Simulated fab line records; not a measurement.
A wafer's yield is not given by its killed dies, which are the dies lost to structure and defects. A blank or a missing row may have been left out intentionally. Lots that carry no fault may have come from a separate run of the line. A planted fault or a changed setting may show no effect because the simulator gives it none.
Matching of chambers -- flow n5Finfet -- N5_BEOL_M6_CURE_74 on uvCure-03 has 3 sister chambers
The step cures SiCOH lowk, time 240 s. 3 wafers are shown with their chamber, then 7 later ones without.

WAFERS PAIRED WITH THEIR CHAMBERS
wafer,chamber,wafer_temp_C_max
L082.5,2,386.7
L087.6,0,386.3
L090.3,1,387.8

WAFERS WHOSE CHAMBER IS MISSING
wafer,wafer_temp_C_max
L090.4,387.4
L094.3,385.7
L094.4,385.9
L094.5,385.9
L096.1,387.7
L096.2,386.8
L096.5,386.5

EACH ONE'S CHAMBER
wafer,from the rows above,in truth
L090.4,can't be placed: 1 or 2 or 0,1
L094.3,can't be placed: 0 or 2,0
L094.4,can't be placed: 0 or 2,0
L094.5,can't be placed: 0 or 2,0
L096.1,1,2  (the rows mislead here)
L096.2,can't be placed: 2 or 0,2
L096.5,can't be placed: 0 or 2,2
Placed correctly: 0 of 7. Not placeable from these rows: 6 (in 6, the candidates include the true chamber). Number placed wrongly: 1.
How it was worked out, from the rows above alone: a wafer's distance from a chamber is the root of the sum, over the readings, of the square of ((its reading less the chamber's mean) divided by the reading's scatter). If the next closest chamber is less than 2 further off than the closest, the wafer can't be placed; otherwise it belongs to the closest. The mean given for a chamber averages the wafers shown for that chamber. The scatter (one wafer shown for each chamber): square how far every hidden wafer sits from the nearest shown wafer, average those squares and take the square root.
